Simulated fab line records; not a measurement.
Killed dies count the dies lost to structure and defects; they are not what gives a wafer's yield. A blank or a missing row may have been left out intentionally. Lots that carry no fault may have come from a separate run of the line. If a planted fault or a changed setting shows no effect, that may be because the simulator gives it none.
fab line records ; flow nand-harc
[record] lots = 6; wafers = 17; last-day = 23
route steps=1159 shown THIN_TSV@1140 END@1159
lots untouched by any fault: they come from a run of this same line in which no faults occurred
start-h: hours from the record's first day to the start of the lot's first wafer shown ; wait-h: how many hours have passed since the lot's step before this one ; " the same as in the row above ; L1.1+2: several wafers, shown together as one row ; - either no value or no given start ; * or withheld: withheld ; < > ~ a bound
route shown NAME@n: names a module that has steps shown in the file, with the first one's number in the route ; usual: average and standard deviation across the fault-free wafers ; same: alike in all rows ; chamber/n: place in a boat ; sites: per-site readings ; _std_site: how widely they spread, as a standard deviation ; _edge_site: mean of outer sites minus mean of inner sites ; radius-mm: for every site, how far away it sits from the centre of the wafer ; mask NAME#n: copy n ; behind: the most recent tool/chamber to have shaped the wafer ; hold: the reason the lot was held/the length of the hold in hours/how it ended ; device: which transistor (n, p or np) failed to switch ; end of line: tests run on the same wafers once the route is complete ; for a step that has no rows: nothing shown but its recipe ; killed: the dies lost at the first sort to structure and to defects; this is not the yield of the wafer ; map: a wafer's dies, x killed, . not, _ none there
set.NAME: the setting as run; set.NAME@STEP: as run at that earlier step ; model.NAME: the simulator's own value behind a step, which no gauge read
lots at some steps of the route; a table a step, a row a wafer
services: when a tool's chamber went out of use (start-h, in hours from the record's first day, below 0 if earlier), for how many hours, and the reason
[[steps]]
[step NHARC_THIN_TSV_DEHYDRATE_25]
[recipe] temp-c = 150; time-s = 120
[step NHARC_THIN_TSV_HMDS_26]
[recipe] time-s = 30
[step NHARC_THIN_TSV_COAT_27]
[recipe] spin-rpm = *
[step NHARC_THIN_TSV_SOFTBAKE_28]
[recipe] temp-c = 122; time-s = 95
[step NHARC_THIN_TSV_EBR_29]
[step NHARC_THIN_TSV_EXPOSE_30]
[recipe] na = 0.55; dose-mj = 11.47; mask-id = PAD
[step NHARC_THIN_TSV_PEB_31]
[recipe] peb-temp-c = 118; peb-time-s = 85
[step NHARC_THIN_TSV_DEVELOP_32]
[recipe] time-s = 70
[step NHARC_THIN_TSV_CD_MEAS_33]
[recipe] target-cd-nm = 5000; landing-energy-ev = 500
[usual] cd-nm = 5000.7/2.1
lot.wafer;tool;chamber;start-h;wait-h;cd-nm
L382.3;cd-sem-01;0;446.22;-;5002.7
L382.4;cd-sem-01;0;446.22;-;5001.7
L382.6;cd-sem-01;0;446.22;-;5002.3
L386.1;cd-sem-01;0;457.91;-;4997.8
L386.2;cd-sem-01;0;457.91;-;5001.6
L386.4;cd-sem-01;0;457.91;-;4998.2
L388.3;cd-sem-01;0;488.92;-;5000.2
L388.4;cd-sem-01;0;488.92;-;5003.4
L390.1;cd-sem-01;0;501.46;-;4999.3
L390.2;cd-sem-01;0;501.46;-;5000.0
L390.3;cd-sem-01;0;501.46;-;4999.4
L392.2;cd-sem-03;0;516.83;-;5000.7
L392.3;cd-sem-03;0;516.83;-;5001.4
L392.6;cd-sem-03;0;516.83;-;5004.2
L393.3;cd-sem-02;0;540.92;-;5005.3
L393.5;cd-sem-02;0;540.92;-;5001.9
L393.6;cd-sem-02;0;540.92;-;5002.9
[step NHARC_THIN_TSV_HARDBAKE_34]
[recipe] temp-c = 125; time-s = 80
[step NHARC_THIN_TSV_DESCUM_35]
[recipe] time-s = 3; o2-flow-sccm = 200; ar-flow-sccm = 0; bias-power-w = 0; chemistry = O2
[usual] drypump-motor-current-A = 5.7/0.62; oes-product-au = 0.998/0.0075; rf-vpp-V = 57.5/0.87; showerhead-plenum-p-Torr = 1.87/0.084; throttle-valve-pct = 11.310/0.0092
lot.wafer;tool;chamber;start-h;wait-h;drypump-motor-current-A;oes-product-au;rf-hours-counter-h;rf-vpp-V;showerhead-plenum-p-Torr;throttle-valve-pct
L382.4;rie-diel-05;1;446.40;-;6.4;0.996;11;58.3;1.98;11.297
L382.3;rie-diel-05;2;446.40;-;4.7;1.000;11;56.2;1.81;11.319
L382.6;rie-diel-05;3;446.40;-;6.4;0.999;-;58.3;1.91;11.320
L386.2;rie-diel-08;3;458.07;-;5.7;0.986;12;57.6;1.92;11.322
L386.1;rie-diel-08;0;458.07;-;6.3;0.999;11;58.1;1.89;11.308
L386.4;rie-diel-08;3;458.07;-;5.6;0.979;-;57.9;1.92;11.295
L388.3;rie-diel-04;1;489.09;-;6.6;0.991;0;57.0;1.87;11.307
L388.4;rie-diel-04;3;489.09;-;5.1;1.004;0;57.8;2.05;11.320
L390.2;rie-diel-05;3;501.62;-;6.4;0.987;18;58.4;1.91;11.309
L390.1;rie-diel-05;0;501.62;-;4.7;1.001;18;57.9;1.81;11.313
L390.3;rie-diel-05;1;501.62;-;6.3;1.008;18;56.5;1.98;11.310
L392.3;rie-diel-04;1;517.01;-;6.6;1.005;3;57.8;1.87;11.300
L392.2;rie-diel-04;2;517.01;-;5.7;1.009;2;57.4;1.78;11.320
L392.6;rie-diel-04;1;517.01;-;6.6;0.996;-;58.1;1.87;11.303
L393.3;rie-diel-08;1;541.11;-;6.0;1.000;4;57.7;1.78;11.324
L393.5;rie-diel-08;3;541.11;-;5.6;0.990;-;58.1;1.91;11.307
L393.6;rie-diel-08;0;541.11;-;6.3;0.995;-;59.4;1.89;11.297
[step NHARC_THIN_TSV_ETCH_59]
[recipe] target-depth-a = 8800; icp-w = 900; bias-w = 100; Cl2_flow_sccm = 60; bcl3-flow-sccm = 30; time-s = 138.1; chemistry = Cl2/BCl3
[usual] drypump-motor-current-A = 5.8/0.56; mfc-cl2-sccm = 59.99/0.18; oes-product-au = 1.000/0.0077; throttle-valve-pct = 22.264/0.0087
lot.wafer;tool;chamber;start-h;wait-h;drypump-motor-current-A;mfc-cl2-sccm;oes-product-au;rf-hours-counter-h;throttle-valve-pct
L382.3;rie-metal-01;1;446.58;0.2;5.7;59.76;1.007;-;22.279
L382.4;rie-metal-01;0;446.58;0.2;6.5;60.12;0.999;-;22.264
L382.6;rie-metal-01;0;446.58;0.2;6.6;60.10;1.005;-;22.260
L386.1;rie-metal-02;0;458.23;0.1;6.4;59.90;1.001;2.2;22.276
L386.2;rie-metal-02;0;458.23;0.1;6.3;59.77;0.995;-;22.266
L386.4;rie-metal-02;0;458.23;0.1;6.4;59.87;0.998;-;22.277
L388.4;rie-metal-02;1;489.27;0.2;5.1;59.98;0.983;-;22.268
L388.3;rie-metal-02;0;489.27;0.2;6.4;60.03;0.987;-;22.259
L390.2;rie-metal-02;0;501.78;0.1;6.3;59.89;0.998;3.5;22.281
L390.1;rie-metal-02;1;501.78;0.1;5.1;59.87;0.986;2.0;22.261
L390.3;rie-metal-02;0;501.78;0.1;6.4;59.86;1.000;-;22.262
L392.2;rie-metal-03;1;517.21;0.2;5.7;60.42;1.007;1.1;22.269
L392.3;rie-metal-03;0;517.21;0.2;5.1;60.14;0.984;-;22.269
L392.6;rie-metal-03;1;517.21;0.2;5.7;60.26;1.003;-;22.256
L393.3;rie-metal-01;0;541.32;0.2;6.5;60.20;0.995;-;22.270
L393.6;rie-metal-01;1;541.32;0.2;5.7;59.98;1.000;-;22.255
L393.5;rie-metal-01;0;541.32;0.2;6.5;60.15;0.988;-;22.263
[step NHARC_THIN_TSV_ETCH_36]
[recipe] target-depth-a = 650; over-etch-frac = 0.3; time-s = 18.571; ion-energy-ev = 150; chemistry = Cl2/BCl3
[usual] drypump-motor-current-A = 5.8/0.56; oes-product-au = 1.000/0.008
lot.wafer;tool;chamber;start-h;wait-h;drypump-motor-current-A;oes-product-au;rf-hours-counter-h
L382.4;rie-metal-01;1;446.78;0.1;5.7;1.014;-
L382.3;rie-metal-01;0;446.78;0.1;6.5;0.989;-
L382.6;rie-metal-01;0;446.78;0.1;6.5;1.001;-
L386.1;rie-metal-02;0;458.70;0.4;6.4;0.989;2.5
L386.2;rie-metal-02;0;458.70;0.4;6.4;0.992;-
L386.4;rie-metal-02;0;458.70;0.4;6.4;0.978;-
L388.4;rie-metal-02;1;489.48;0.2;5.2;0.816;-
L388.3;rie-metal-02;0;489.48;0.2;6.3;1.000;-
L390.2;rie-metal-02;0;502.04;0.2;6.4;1.001;3.6
L390.1;rie-metal-02;1;502.04;0.2;5.1;0.827;2.2
L390.3;rie-metal-02;0;502.04;0.2;6.4;1.007;-
L392.2;rie-metal-03;0;517.43;0.2;5.1;0.989;1.2
L392.3;rie-metal-03;1;517.43;0.2;5.7;1.008;-
L392.6;rie-metal-03;0;517.43;0.2;5.1;0.998;-
L393.3;rie-metal-01;1;541.48;0.1;5.7;1.000;-
L393.6;rie-metal-01;1;541.48;0.1;5.7;0.999;-
L393.5;rie-metal-01;0;541.48;0.1;6.5;0.993;-
[step NHARC_THIN_TSV_STRIP_56]
[recipe] power-w = 1500; temp-c = 250; chemistry = O2
[usual] drypump-motor-current-A = 5.6/0.36; heater-power-w = 314/18
lot.wafer;tool;chamber;start-h;wait-h;drypump-motor-current-A;heater-power-w;rf-hours-counter-h
L382.3;plasma-asher-02;1;446.96;0.2;6.2;306;-
L382.4;plasma-asher-02;0;446.96;0.2;5.2;308;-
L382.6;plasma-asher-02;0;446.96;0.2;5.2;308;-
L386.2;plasma-asher-02;0;458.86;0.1;5.1;317;32
L386.1;plasma-asher-02;1;458.86;0.1;6.2;318;32
L386.4;plasma-asher-02;0;458.86;0.1;5.1;307;-
L388.4;plasma-asher-01;0;489.66;0.2;5.7;295;-
L388.3;plasma-asher-01;1;489.66;0.2;5.5;340;-
L390.1;plasma-asher-01;0;502.14;0.1;5.7;293;7
L390.2;plasma-asher-01;1;502.14;0.1;5.5;339;7
L390.3;plasma-asher-01;0;502.14;0.1;5.7;294;-
L392.2;plasma-asher-01;0;517.58;0.1;5.7;295;12
L392.3;plasma-asher-01;1;517.58;0.1;5.4;342;-
L392.6;plasma-asher-01;1;517.58;0.1;5.4;337;-
L393.3;plasma-asher-01;0;542.48;1.0;5.7;291;-
L393.5;plasma-asher-01;1;542.48;1.0;5.4;340;-
L393.6;plasma-asher-01;0;542.48;1.0;5.7;291;-
[step NHARC_END_SORT_01]
[recipe] temp-c = 25
[usual] killed-at-array = 28/11; killed-at-other = 0.5/0.85; killed-at-periphery = 2.7/1.9; killed-dies = 32/12; killed-open = 3.3/1.6; killed-short = 2.1/1.5
[same] gross-dies = 677
lot.wafer;tool;chamber;start-h;wait-h;killed-at-array;killed-at-other;killed-at-periphery;killed-dies;killed-open;killed-short
L382.3;prober-01;0;458.67;3.1;36;0;5;41;6;2
L382.4;prober-01;0;459.47;3.4;26;0;4;30;3;1
L382.6;prober-01;0;461.08;4.0;23;0;2;25;5;1
L386.1;prober-02;0;472.94;2.5;30;0;5;35;5;4
L386.2;prober-02;0;473.74;2.8;38;0;4;42;7;2
L386.4;prober-02;0;475.32;3.4;34;0;4;38;7;1
L388.4;prober-01;0;500.84;3.4;518;1;0;519;1;1
L390.1;prober-01;0;512.91;2.5;501;1;2;504;2;0
L390.3;prober-01;0;514.51;3.1;18;2;1;21;3;1
// killed by level:class
L382.3 A_CHANNEL_HOLE_D1:chamber-film-flake=11 A_SLIT:chamber-film-flake=10 A_ZERO_WELL:chamber-film-flake=4 A_WL_FILL:geometric-particle:open=3 P_CONTACT:geometric-particle:open=2 A_SGD_CUT:chamber-film-flake=2 A_WL_FILL:chamber-film-flake=2 A_CONTACT:chamber-film-flake=2
L382.4 A_CHANNEL_HOLE_D1:chamber-film-flake=9 A_SLIT:chamber-film-flake=7 P_M0:chamber-film-flake=4 A_BLC:geometric-particle:open=2 A_STAIRCASE:chamber-film-flake=2 A_WL_FILL:chamber-film-flake=2 A_WL_FILL:geometric-particle:short=1 A_WL_FILL:geometric-particle:open=1
L382.6 A_SLIT:chamber-film-flake=10 A_CHANNEL_HOLE_D1:chamber-film-flake=8 P_CONTACT:geometric-particle:open=1 A_STAIRCASE:geometric-particle:open=1 A_WL_FILL:geometric-particle:open=1 A_WL_FILL:geometric-particle:short=1 A_CONTACT:geometric-particle:open=1 A_BLC:geometric-particle:open=1
L386.1 A_CHANNEL_HOLE_D1:chamber-film-flake=10 A_SLIT:chamber-film-flake=6 A_CONTACT:chamber-film-flake=3 P_CONTACT:geometric-particle:open=2 A_CHANNEL_FILL_D1:geometric-particle:short=2 A_SGD_CUT:geometric-particle:short=2 A_CONTACT:geometric-particle:open=2 P_M0:chamber-film-flake=2
L386.2 A_CHANNEL_HOLE_D1:chamber-film-flake=13 A_SLIT:chamber-film-flake=11 A_CONTACT:geometric-particle:open=4 A_CONTACT:chamber-film-flake=3 A_WL_FILL:chamber-film-flake=2 A_ONON_D1:geometric-particle:open=1 A_ONON_D1:geometric-particle:short=1 A_CHANNEL_FILL_D1:geometric-particle:short=1
L386.4 A_CHANNEL_HOLE_D1:chamber-film-flake=12 A_SLIT:chamber-film-flake=12 A_WL_FILL:geometric-particle:open=2 A_CONTACT:geometric-particle:open=2 P_ZERO_WELL:chamber-film-flake=2 A_CONTACT:chamber-film-flake=2 P_CONTACT:geometric-particle:short=1 A_ONON_D1:geometric-particle:open=1
L388.4 A_BONDPAD:unspecified=500 A_CHANNEL_HOLE_D1:chamber-film-flake=10 A_SLIT:chamber-film-flake=3 A_CHANNEL_FILL_D1:geometric-particle:short=1 A_SGD_CUT:geometric-particle:open=1 A_ZERO_WELL:chamber-film-flake=1 A_STAIRCASE:chamber-film-flake=1 A_CONTACT:chamber-film-flake=1
L390.1 A_BONDPAD:unspecified=489 A_CHANNEL_FILL_D1:chamber-film-flake=5 A_CONTACT:chamber-film-flake=3 A_STAIRCASE:chamber-film-flake=2 P_CONTACT:geometric-particle:open=1 A_CONTACT:geometric-particle:open=1 P_ZERO_WELL:chamber-film-flake=1 A_CHANNEL_HOLE_D1:chamber-film-flake=1
L390.3 A_CONTACT:chamber-film-flake=5 A_CHANNEL_FILL_D1:chamber-film-flake=4 A_CHANNEL_HOLE_D1:chamber-film-flake=3 A_CONTACT:geometric-particle:open=2 THIN_TSV:chamber-film-flake=2 P_CONTACT:geometric-particle:open=1 A_CHANNEL_FILL_D1:geometric-particle:short=1 A_STAIRCASE:chamber-film-flake=1
// map L388.4 (x killed, . not)
____________x____________
_________xxxx.xx_________
_______.xx.x.xxxxx_______
______.xxxxxxxxxxxx______
_____xxxxx.x.xxx.xxx_____
____xxx.x.xx.xxxxx..x____
____xxxxxxxxxxx..xxxx____
___xxx.xxxxxxxxxxx..x.___
___xxxxxxx.xxx.xx.x.xx___
__xx.xxxxxxxxx..x.xx.xx__
__xxx.xxx..xxxxxxxxx.xx__
_xxx.xx..x.xxxxx.xxxx.x._
_xxxxxxxxxxx.x.x.xxxx.xx_
_xxxxxxxxxx.xxxxxx.xx.xx_
_xxxxxxxxxxx..xxxx.xx.xx_
_xxxxxxxxxxxx.xxxxx.xx.._
...xxxxxxxx.x.xxxxxxxxxxx
xxxx.x.xxxxx.xxxx..x..x.x
xxx.xxxxx.x....xx.xxxxxx.
.xxxxxxx..xxxxx..x.x..xxx
xxxxx.xx..xxxxx...xx.xxx.
_xxxxx.xxx.x.xxxxxx.x.x._
_xxxx.xx.x..xxxx.xx.x.xx_
_xxxxxxx.xxx.xxxxxxxx.x._
_..xxxxxxxxxx.x.x.xx.xx._
_xx.x.xxxxxx.xxxxx.xxxxx_
__x...xxxx...xxxxx.x.x.__
__xx.x.xx..xxxxxx.xxxx.__
___xxx.x.x..x.xxxxxxxx___
___x.x.xxxxxx.xxxx.xxx___
____x.xx..xxxxx.x.xxx____
____..xxxxxxxxxxxxxxx____
_____x.xxxx.xxxxxxxx_____
______x.xx.xxxxxxxx______
_______xx..xxx.xxx_______
_________xxxxxx._________
____________x____________
// map L390.1 (x killed, . not)
____________.____________
_________x.xxx.._________
_______xxxxxxxxxxx_______
______x.xxxxxxxx.xx______
_____x.xxxxxx.xxxxxx_____
____.xx.xx.xxxx.....x____
____.xxxxxxxxxxx.xxxx____
___...x.x...xxxxxxxxxx___
___xxx.xxxx.x.x..xx.xx___
__xx.xx..xx..xxxxxxx.xx__
__xx.xxx..xxx.xxxxx.xx.__
_xxx.xx.xxxxxx.x.xx.xxx._
_x.x.xxxxxx.xxxx.xx.xx.x_
_xxxxx..xx.x..xxxxxxxxx._
_xxxxxxxxxxx.xxxxxxxxxxx_
_x.xxxxx.xx.xxx.xxxx.x.x_
.xxxxx...x..xxxxx.xxxxx.x
x.xxxx.xxxx.xx..xxxxxxxxx
xxx...x.xxxxxx.x.x.xxxxx.
x.x.xxx.x..xxx.xxxxxxxxxx
.xxxxxxx.xxxxx.xxxx.xxxxx
_xxxxx.xxx.xxxxxx.xx.xxx_
_x.xx.xxxx.x.x.xxx.x.xxx_
_xxxxxxx...xxxxxxx..xxxx_
_xxxxxx.xxx.xxxxxxxx.xxx_
_xxxxx.xxx.xxxxx.xxx.xxx_
__xxxxxxx.x.xxx.xxxxxxx__
__x..x...xxxxxxxxxxx.xx__
___xxx.x.xx..x..xxxx.x___
___.x.x.x.x.xxx.xxxxxx___
____xxxxxx.x....xx..x____
____xxx..x..xxx.xx.x.____
_____x.xxxxxxxx..x.x_____
______xxxx.x.xxx.xx______
_______x.x.xxxx..x_______
_________x..x.xx_________
____________.____________
[[services]]
tool;chamber;start-h;hours;kind
rie-diel-08;1;429.20;4.5;repair
plasma-asher-02;-;438.31;1.7;repair
rie-diel-08;2;448.00;11.9;repair
rie-metal-02;1;449.15;17.2;repair
plasma-asher-01;-;453.20;9.0;pm
plasma-asher-01;0;453.20;9.0;vent-cycle
plasma-asher-01;1;453.20;9.0;vent-cycle
rie-metal-03;-;453.25;9.0;pm
rie-diel-08;0;460.50;2.8;repair
plasma-asher-01;0;462.20;-;clean
plasma-asher-01;1;462.20;-;clean
plasma-asher-01;-;462.38;14.2;repair
rie-metal-01;-;464.64;0.2;repair
rie-diel-04;-;465.90;9.0;pm
rie-diel-08;2;468.44;9.8;repair
rie-diel-08;-;478.81;9.0;pm
rie-metal-02;-;491.32;1.2;repair
rie-metal-01;-;509.00;9.0;pm
rie-metal-01;0;509.00;9.0;vent-cycle
rie-metal-01;1;509.00;9.0;vent-cycle
rie-diel-05;-;517.61;9.0;pm
rie-metal-01;0;518.00;-;clean
rie-metal-01;1;518.00;-;clean
plasma-asher-02;-;538.20;9.0;pm
[[key]]
[first-sign] step = NHARC_THIN_TSV_ETCH_36; reading = oes-product-au; direction = down; sigmas = 22; usual = 1.000; struck = 0.822
[effect] step = NHARC_END_SORT_01; reading = killed-at-array; direction = up; sigmas = 42; usual = 28; struck = 510
met-at NHARC_THIN_TSV_ETCH_36
struck-wafers L388.4,L390.1
tester-left-out L388
[earlier-fault] kind = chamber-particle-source; tool = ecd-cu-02; chamber = 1; onset-h = 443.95; steps = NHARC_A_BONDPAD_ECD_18; rate-per-visit-cm2 = 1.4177
[fault] kind = process-parameter-drift; tool = rie-metal-02; chamber = 1; onset-h = 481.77; steps = NHARC_THIN_TSV_ETCH_36; channel = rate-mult; offset = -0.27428; shape = step
// tester-left-out: of these lots the tester's yield and bins aren't shown, on N5 and GAA mostly nor the transistor test; their killed dies are dies lost to structure and defects alone, not to doping, threshold or leakage, so they don't give the yield
